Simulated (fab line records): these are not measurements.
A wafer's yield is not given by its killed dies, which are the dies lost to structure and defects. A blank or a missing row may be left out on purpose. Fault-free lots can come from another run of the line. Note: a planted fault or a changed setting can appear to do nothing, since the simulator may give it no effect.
Which tool is to blame? :: flow n5Finfet :: 11 lots, 33 wafers sampled, at 6 steps of a route of 1938

## WHAT THE GAUGES SHOWED, per wafer
The record lacks any reading of a measuring or inspecting step that a usual standard deviation could be used to judge.

## TOOL THAT RAN EACH LOT (tool first, then ch and the chambers of the sampled wafers, then the start)
lot: L641
N5_BEOL_M8_PECVD_70: pecvd-01 ch 0,1, day 9 20:47
N5_BEOL_M8_ALD_77: aldMetal-04 ch 0,2,3, day 10 01:26
N5_BEOL_M8_SURFACE_TREAT_79: pvdSputter-02, day 10 01:44
N5_BEOL_M8_CMP_52: cmp-03 ch 0,2,3, day 10 04:08
N5_BEOL_M9_ILD_DEP_00: pecvd-04 ch 1,2, day 10 04:37
N5_PASSIVATION_PROBE_49: prober-02, day 12 22:44

lot: L643
N5_BEOL_M8_PECVD_70: pecvd-04 ch 2, day 10 00:25
N5_BEOL_M8_ALD_77: aldMetal-01 ch 0,1,3, day 10 04:28
N5_BEOL_M8_SURFACE_TREAT_79: pvdSputter-01, day 10 04:52
N5_BEOL_M8_CMP_52: cmp-04 ch 1,3, day 10 06:16
N5_BEOL_M9_ILD_DEP_00: pecvd-01 ch 0,1, day 10 06:43
N5_PASSIVATION_PROBE_49: prober-01, day 12 17:55

lot: L642
N5_BEOL_M8_PECVD_70: pecvd-04 ch 0,1,2, day 10 03:10
N5_BEOL_M8_ALD_77: aldMetal-02 ch 0,1,2, day 10 09:48
N5_BEOL_M8_SURFACE_TREAT_79: pvdSputter-03, day 10 10:07
N5_BEOL_M8_CMP_52: cmp-01 ch 0,1,3, day 10 11:17
N5_BEOL_M9_ILD_DEP_00: pecvd-04 ch 0,1,2, day 10 11:41
N5_PASSIVATION_PROBE_49: prober-01, day 13 06:12

lot: L644
N5_BEOL_M8_PECVD_70: pecvd-01 ch 0,1, day 10 04:06
N5_BEOL_M8_ALD_77: aldMetal-01 ch 0,2,3, day 10 10:04
N5_BEOL_M8_SURFACE_TREAT_79: pvdSputter-02, day 10 10:27
N5_BEOL_M8_CMP_52: cmp-03 ch 1,2, day 10 11:34
N5_BEOL_M9_ILD_DEP_00: pecvd-04 ch 0,2, day 10 12:04
N5_PASSIVATION_PROBE_49: prober-02, day 13 05:25

lot: L652
N5_BEOL_M8_PECVD_70: pecvd-01 ch 0,2, day 12 11:18
N5_BEOL_M8_ALD_77: aldMetal-02 ch 0,3, day 12 23:03
N5_BEOL_M8_SURFACE_TREAT_79: pvdSputter-03, day 12 23:26
N5_BEOL_M8_CMP_52: cmp-01 ch 0,3, day 13 00:27
N5_BEOL_M9_ILD_DEP_00: pecvd-01 ch 1,2, day 13 00:56
N5_PASSIVATION_PROBE_49: prober-02, day 15 20:07

lot: L653
N5_BEOL_M8_PECVD_70: pecvd-01 ch 0,1,2, day 13 05:36
N5_BEOL_M8_ALD_77: aldMetal-02 ch 1,2, day 13 09:32
N5_BEOL_M8_SURFACE_TREAT_79: pvdSputter-03, day 13 09:59
N5_BEOL_M8_CMP_52: cmp-01 ch 0,2,3, day 13 11:07
N5_BEOL_M9_ILD_DEP_00: pecvd-02 ch 1,2, day 13 11:34
N5_PASSIVATION_PROBE_49: prober-02, day 15 23:35

lot: L656
N5_BEOL_M8_PECVD_70: pecvd-03 ch 0,1,2, day 13 13:47
N5_BEOL_M8_ALD_77: aldMetal-02 ch 0,2,3, day 13 17:19
N5_BEOL_M8_SURFACE_TREAT_79: pvdSputter-03, day 13 18:56
N5_BEOL_M8_CMP_52: cmp-01 ch 1,2, day 13 20:01
N5_BEOL_M9_ILD_DEP_00: pecvd-04 ch 0,1,2, day 13 20:32
N5_PASSIVATION_PROBE_49: prober-01, day 16 17:46

lot: L658
N5_BEOL_M8_PECVD_70: pecvd-04 ch 0,1,2, day 13 15:46
N5_BEOL_M8_ALD_77: aldMetal-01 ch 0,1,3, day 13 20:08
N5_BEOL_M8_SURFACE_TREAT_79: pvdSputter-03, day 13 20:38
N5_BEOL_M8_CMP_52: cmp-04 ch 1,2,3, day 13 22:07
N5_BEOL_M9_ILD_DEP_00: pecvd-04 ch 0,1,2, day 13 22:34
N5_PASSIVATION_PROBE_49: prober-02, day 16 17:37

lot: L660
N5_BEOL_M8_PECVD_70: pecvd-03 ch 0,2, day 14 16:15
N5_BEOL_M8_ALD_77: aldMetal-04 ch 0,1,3, day 14 20:16
N5_BEOL_M8_SURFACE_TREAT_79: pvdSputter-03, day 14 20:43
N5_BEOL_M8_CMP_52: cmp-04 ch 2,3, day 14 21:49
N5_BEOL_M9_ILD_DEP_00: pecvd-04 ch 0,1, day 14 22:16
N5_PASSIVATION_PROBE_49: prober-02, day 18 04:25

lot: L663
N5_BEOL_M8_PECVD_70: pecvd-04 ch 0,2, day 14 20:23
N5_BEOL_M8_ALD_77: aldMetal-01 ch 0,2,3, day 15 01:28
N5_BEOL_M8_SURFACE_TREAT_79: pvdSputter-02, day 15 01:46
N5_BEOL_M8_CMP_52: cmp-03 ch 1,2,3, day 15 02:32
N5_BEOL_M9_ILD_DEP_00: pecvd-01 ch 0,2, day 15 03:08
N5_PASSIVATION_PROBE_49: prober-01, day 17 21:02

lot: L662
N5_BEOL_M8_PECVD_70: pecvd-04 ch 0,1,2, day 14 21:33
N5_BEOL_M8_ALD_77: aldMetal-01 ch 0,1, day 15 03:05
N5_BEOL_M8_SURFACE_TREAT_79: pvdSputter-02, day 15 03:22
N5_BEOL_M8_CMP_52: cmp-03 ch 1,2, day 15 04:07
N5_BEOL_M9_ILD_DEP_00: pecvd-04 ch 1,2, day 15 04:35
N5_PASSIVATION_PROBE_49: prober-02, day 18 07:25
- N5_BEOL_M8_PECVD_70: deposits SiO2 from TEOS/O2, target thk 20 nm, time 22.7 s.
- N5_BEOL_M8_ALD_77: deposits TaN, target thk 2 nm, pulse time 2 s, purge time 3 s.
- N5_BEOL_M8_SURFACE_TREAT_79
- N5_BEOL_M8_CMP_52: polishes, stops on SiCOH lowk, t overpolish 6.9 s, target thk 80 nm.
- N5_BEOL_M9_ILD_DEP_00: deposits SiCOH lowk from DEMS/porogen, target thk 308.51 nm, time 58 s.
- N5_PASSIVATION_PROBE_49

## WHAT THE TOOLS THEMSELVES READ (means of the sampled wafers that have a number; where no wafer has one, the mark that the record gives instead)
N5_BEOL_M8_PECVD_70. Usual: heaterPowerW 667 W, standard deviation 84; showerheadPlenumPTorr 8.78 Torr, standard deviation 0.093; throttleValvePct 22.2 %, standard deviation 1.8.
lot: L641
tool: pecvd-01
heaterPowerW (W): 784
showerheadPlenumPTorr (Torr): 8.87
throttleValvePct (%): 23.6
flag: 

lot: L643
tool: pecvd-04
heaterPowerW (W): 562
showerheadPlenumPTorr (Torr): 8.81
throttleValvePct (%): 22.3
flag: 

lot: L642
tool: pecvd-04
heaterPowerW (W): 641
showerheadPlenumPTorr (Torr): 8.78
throttleValvePct (%): 21.9
flag: 

lot: L644
tool: pecvd-01
heaterPowerW (W): 768
showerheadPlenumPTorr (Torr): 8.88
throttleValvePct (%): 22.7
flag: 

lot: L652
tool: pecvd-01
heaterPowerW (W): 755
showerheadPlenumPTorr (Torr): 8.73
throttleValvePct (%): 20.9
flag: 

lot: L653
tool: pecvd-01
heaterPowerW (W): 700
showerheadPlenumPTorr (Torr): 8.82
throttleValvePct (%): 22.4
flag: 

lot: L656
tool: pecvd-03
heaterPowerW (W): 657
showerheadPlenumPTorr (Torr): 8.74
throttleValvePct (%): 22.3
flag: 

lot: L658
tool: pecvd-04
heaterPowerW (W): 628
showerheadPlenumPTorr (Torr): 8.79
throttleValvePct (%): 21.8
flag: 

lot: L660
tool: pecvd-03
heaterPowerW (W): 545
showerheadPlenumPTorr (Torr): 8.81
throttleValvePct (%): 24.0
flag: 

lot: L663
tool: pecvd-04
heaterPowerW (W): 603
showerheadPlenumPTorr (Torr): 8.78
throttleValvePct (%): 22.2
flag: 

lot: L662
tool: pecvd-04
heaterPowerW (W): 618
showerheadPlenumPTorr (Torr): 8.78
throttleValvePct (%): 21.9
flag: 

N5_BEOL_M8_ALD_77. Usual: 441 W for heaterPowerW, sd 41.
lot: L641
tool: aldMetal-04
heaterPowerW (W): 428
flag: 

lot: L643
tool: aldMetal-01
heaterPowerW (W): 464
flag: 

lot: L642
tool: aldMetal-02
heaterPowerW (W): 435
flag: 

lot: L644
tool: aldMetal-01
heaterPowerW (W): 484
flag: 

lot: L652
tool: aldMetal-02
heaterPowerW (W): 431
flag: 

lot: L653
tool: aldMetal-02
heaterPowerW (W): 443
flag: 

lot: L656
tool: aldMetal-02
heaterPowerW (W): 435
flag: 

lot: L658
tool: aldMetal-01
heaterPowerW (W): 456
flag: 

lot: L660
tool: aldMetal-04
heaterPowerW (W): 409
flag: 

lot: L663
tool: aldMetal-01
heaterPowerW (W): 490
flag: 

lot: L662
tool: aldMetal-01
heaterPowerW (W): 447
flag: 

N5_BEOL_M8_CMP_52. Usual: barrierFieldEndpointS 29.2 s, standard deviation 0.76; motorCurrentA 6.0 A, standard deviation 0.39; padLifeWafers 797, standard deviation 710.
lot: L641
tool: cmp-03
barrierFieldEndpointS (s): 28.9
motorCurrentA (A): 6.2
padLifeWafers: 2108
flag: 

lot: L643
tool: cmp-04
barrierFieldEndpointS (s): 28.3
motorCurrentA (A): 6.5
padLifeWafers: 1664
flag: 

lot: L642
tool: cmp-01
barrierFieldEndpointS (s): 29.0
motorCurrentA (A): 5.7
padLifeWafers: 1509
flag: 

lot: L644
tool: cmp-03
barrierFieldEndpointS (s): 28.7
motorCurrentA (A): 6.6
padLifeWafers: 12
flag: 

lot: L652
tool: cmp-01
barrierFieldEndpointS (s): 27.7
motorCurrentA (A): 5.8
padLifeWafers: 2022
flag: 

lot: L653
tool: cmp-01
barrierFieldEndpointS (s): 27.1
motorCurrentA (A): 5.8
padLifeWafers: 26
flag: 

lot: L656
tool: cmp-01
barrierFieldEndpointS (s): 27.7
motorCurrentA (A): 6.2
padLifeWafers: 102
flag: 

lot: L658
tool: cmp-04
barrierFieldEndpointS (s): 29.2
motorCurrentA (A): 5.9
padLifeWafers: 296
flag: 

lot: L660
tool: cmp-04
barrierFieldEndpointS (s): 29.9
motorCurrentA (A): 6.3
padLifeWafers: 464
flag: 

lot: L663
tool: cmp-03
barrierFieldEndpointS (s): 28.7
motorCurrentA (A): 6.3
padLifeWafers: 830
flag: 

lot: L662
tool: cmp-03
barrierFieldEndpointS (s): 28.5
motorCurrentA (A): 6.4
padLifeWafers: 848
flag: 

N5_BEOL_M9_ILD_DEP_00. Usual: heaterPowerW 280 W, standard deviation 39; showerheadPlenumPTorr 5.741 Torr, standard deviation 0.019; throttleValvePct 13.7 %, standard deviation 0.9.
lot: L641
tool: pecvd-04
heaterPowerW (W): 292
showerheadPlenumPTorr (Torr): 5.746
throttleValvePct (%): 13.7
flag: 

lot: L643
tool: pecvd-01
heaterPowerW (W): 350
showerheadPlenumPTorr (Torr): 5.755
throttleValvePct (%): 14.5
flag: 

lot: L642
tool: pecvd-04
heaterPowerW (W): 241
showerheadPlenumPTorr (Torr): 5.732
throttleValvePct (%): 13.6
flag: 

lot: L644
tool: pecvd-04
heaterPowerW (W): 234
showerheadPlenumPTorr (Torr): 5.729
throttleValvePct (%): 13.7
flag: 

lot: L652
tool: pecvd-01
heaterPowerW (W): 316
showerheadPlenumPTorr (Torr): 5.737
throttleValvePct (%): 14.3
flag: 

lot: L653
tool: pecvd-02
heaterPowerW (W): 235
showerheadPlenumPTorr (Torr): 5.752
throttleValvePct (%): 15.0
flag: 

lot: L656
tool: pecvd-04
heaterPowerW (W): 245
showerheadPlenumPTorr (Torr): 5.736
throttleValvePct (%): 13.7
flag: 

lot: L658
tool: pecvd-04
heaterPowerW (W): 269
showerheadPlenumPTorr (Torr): 5.736
throttleValvePct (%): 13.8
flag: 

lot: L660
tool: pecvd-04
heaterPowerW (W): 304
showerheadPlenumPTorr (Torr): 5.737
throttleValvePct (%): 13.5
flag: 

lot: L663
tool: pecvd-01
heaterPowerW (W): 326
showerheadPlenumPTorr (Torr): 5.732
throttleValvePct (%): 13.1
flag: 

lot: L662
tool: pecvd-04
heaterPowerW (W): 263
showerheadPlenumPTorr (Torr): 5.750
throttleValvePct (%): 14.0
flag: 

N5_PASSIVATION_PROBE_49. Usual: defectLimitedYield 91.3 %, standard deviation 1.5; killed_at_M0_to_M3 35, standard deviation 8.7; killed_at_M4_up 14, standard deviation 5.5; killedAtContacts 11, standard deviation 5.6; killedAtFrontEnd 39, standard deviation 13; killedAtOther 3.7, standard deviation 2.2; killedDies 103, standard deviation 18; killedOpen 69, standard deviation 14; killedShort 33, standard deviation 7.8; sort_bin_4_leakage 0.02 %, standard deviation 0.15; sort_bin_5_function 5.1 %, standard deviation 0.99; sort_bin_6_memory 3.3 %, standard deviation 0.67; sort_bin_8_speed 0.02 %, standard deviation 0.17; sortNPass 1077, standard deviation 18; sortYieldPct 91.2 %, standard deviation 1.5.
lot: L641
tool: prober-02
defectLimitedYield (%): 90.5
killed_at_M0_to_M3: 30
killed_at_M4_up: 9
killedAtContacts: 17
killedAtFrontEnd: 51
killedAtOther: 4.7
killedDies: 112
killedOpen: 74
killedShort: 36
sort_bin_4_leakage (%): 0.00
sort_bin_5_function (%): 5.3
sort_bin_6_memory (%): 3.7
sort_bin_8_speed (%): 0.00
sortNPass: 1068
sortYieldPct (%): 90.5
flag: 

lot: L643
tool: prober-01
defectLimitedYield (%): 89.9
killed_at_M0_to_M3: 37
killed_at_M4_up: 13
killedAtContacts: 10
killedAtFrontEnd: 55
killedAtOther: 4.0
killedDies: 119
killedOpen: 81
killedShort: 36
sort_bin_4_leakage (%): 0.00
sort_bin_5_function (%): 5.9
sort_bin_6_memory (%): 3.9
sort_bin_8_speed (%): 0.03
sortNPass: 1061
sortYieldPct (%): 89.9
flag: 

lot: L642
tool: prober-01
defectLimitedYield (%): 90.8
killed_at_M0_to_M3: 43
killed_at_M4_up: 11
killedAtContacts: 12
killedAtFrontEnd: 38
killedAtOther: 4.7
killedDies: 109
killedOpen: 70
killedShort: 37
sort_bin_4_leakage (%): 0.00
sort_bin_5_function (%): 5.6
sort_bin_6_memory (%): 3.2
sort_bin_8_speed (%): 0.00
sortNPass: 1071
sortYieldPct (%): 90.8
flag: 

lot: L644
tool: prober-02
defectLimitedYield (%): 92.3
killed_at_M0_to_M3: 34
killed_at_M4_up: 13
killedAtContacts: 9
killedAtFrontEnd: 29
killedAtOther: 5.7
killedDies: 90
killedOpen: 64
killedShort: 26
sort_bin_4_leakage (%): 0.00
sort_bin_5_function (%): 4.3
sort_bin_6_memory (%): 2.9
sort_bin_8_speed (%): 0.00
sortNPass: 1090
sortYieldPct (%): 92.3
flag: 

lot: L652
tool: prober-02
defectLimitedYield (%): 89.3
killed_at_M0_to_M3: 36
killed_at_M4_up: 26
killedAtContacts: 13
killedAtFrontEnd: 49
killedAtOther: 3.3
killedDies: 126
killedOpen: 91
killedShort: 35
sort_bin_4_leakage (%): 0.08
sort_bin_5_function (%): 6.3
sort_bin_6_memory (%): 4.0
sort_bin_8_speed (%): 0.00
sortNPass: 1053
sortYieldPct (%): 89.2
flag: 

lot: L653
tool: prober-02
defectLimitedYield (%): 92.0
killed_at_M0_to_M3: 33
killed_at_M4_up: 13
killedAtContacts: 7
killedAtFrontEnd: 38
killedAtOther: 2.7
killedDies: 94
killedOpen: 60
killedShort: 34
sort_bin_4_leakage (%): 0.00
sort_bin_5_function (%): 5.2
sort_bin_6_memory (%): 2.4
sort_bin_8_speed (%): 0.00
sortNPass: 1086
sortYieldPct (%): 92.0
flag: 

lot: L656
tool: prober-01
defectLimitedYield (%): 91.0
killed_at_M0_to_M3: 43
killed_at_M4_up: 14
killedAtContacts: 15
killedAtFrontEnd: 30
killedAtOther: 3.7
killedDies: 106
killedOpen: 65
killedShort: 40
sort_bin_4_leakage (%): 0.00
sort_bin_5_function (%): 5.3
sort_bin_6_memory (%): 3.3
sort_bin_8_speed (%): 0.00
sortNPass: 1074
sortYieldPct (%): 91.0
flag: 

lot: L658
tool: prober-02
defectLimitedYield (%): 91.0
killed_at_M0_to_M3: 42
killed_at_M4_up: 12
killedAtContacts: 14
killedAtFrontEnd: 33
killedAtOther: 5.3
killedDies: 106
killedOpen: 61
killedShort: 43
sort_bin_4_leakage (%): 0.00
sort_bin_5_function (%): 5.0
sort_bin_6_memory (%): 3.6
sort_bin_8_speed (%): 0.00
sortNPass: 1074
sortYieldPct (%): 91.0
flag: 

lot: L660
tool: prober-02
defectLimitedYield (%): 91.4
killed_at_M0_to_M3: 28
killed_at_M4_up: 14
killedAtContacts: 13
killedAtFrontEnd: 43
killedAtOther: 3.3
killedDies: 102
killedOpen: 71
killedShort: 29
sort_bin_4_leakage (%): 0.00
sort_bin_5_function (%): 5.1
sort_bin_6_memory (%): 3.1
sort_bin_8_speed (%): 0.00
sortNPass: 1078
sortYieldPct (%): 91.4
flag: 

lot: L663
tool: prober-01
defectLimitedYield (%): 89.7
killed_at_M0_to_M3: 34
killed_at_M4_up: 18
killedAtContacts: 14
killedAtFrontEnd: 53
killedAtOther: 2.3
killedDies: 121
killedOpen: 81
killedShort: 37
sort_bin_4_leakage (%): 0.00
sort_bin_5_function (%): 6.2
sort_bin_6_memory (%): 3.9
sort_bin_8_speed (%): 0.00
sortNPass: 1059
sortYieldPct (%): 89.7
flag: 

lot: L662
tool: prober-02
defectLimitedYield (%): 90.5
killed_at_M0_to_M3: 27
killed_at_M4_up: 20
killedAtContacts: 8
killedAtFrontEnd: 53
killedAtOther: 3.7
killedDies: 111
killedOpen: 78
killedShort: 31
sort_bin_4_leakage (%): 0.00
sort_bin_5_function (%): 5.6
sort_bin_6_memory (%): 3.4
sort_bin_8_speed (%): 0.00
sortNPass: 1069
sortYieldPct (%): 90.5
flag: 

## THE ANSWER, worked out from the rows above alone
Rule: take the mean of a lot's wafers that have a number; if it is more than 3 standard deviations from the usual mean, the lot is off. Also off: a lot with no number at a reading for which 4 or more lots have one. Where the step has rows for the other lots, those lots are counted as sound. The gauges are gone through in route order, then the tools' own readings, and for those a lot's mean is taken as printed above. At the first step where some lot is off, the reading lying furthest off is the one used; lots without a number count as furthest.
Across all readings shown, no lot is off: no conclusion can be drawn from this.

## WHAT HAD BEEN PUT IN BY THE SIMULATOR
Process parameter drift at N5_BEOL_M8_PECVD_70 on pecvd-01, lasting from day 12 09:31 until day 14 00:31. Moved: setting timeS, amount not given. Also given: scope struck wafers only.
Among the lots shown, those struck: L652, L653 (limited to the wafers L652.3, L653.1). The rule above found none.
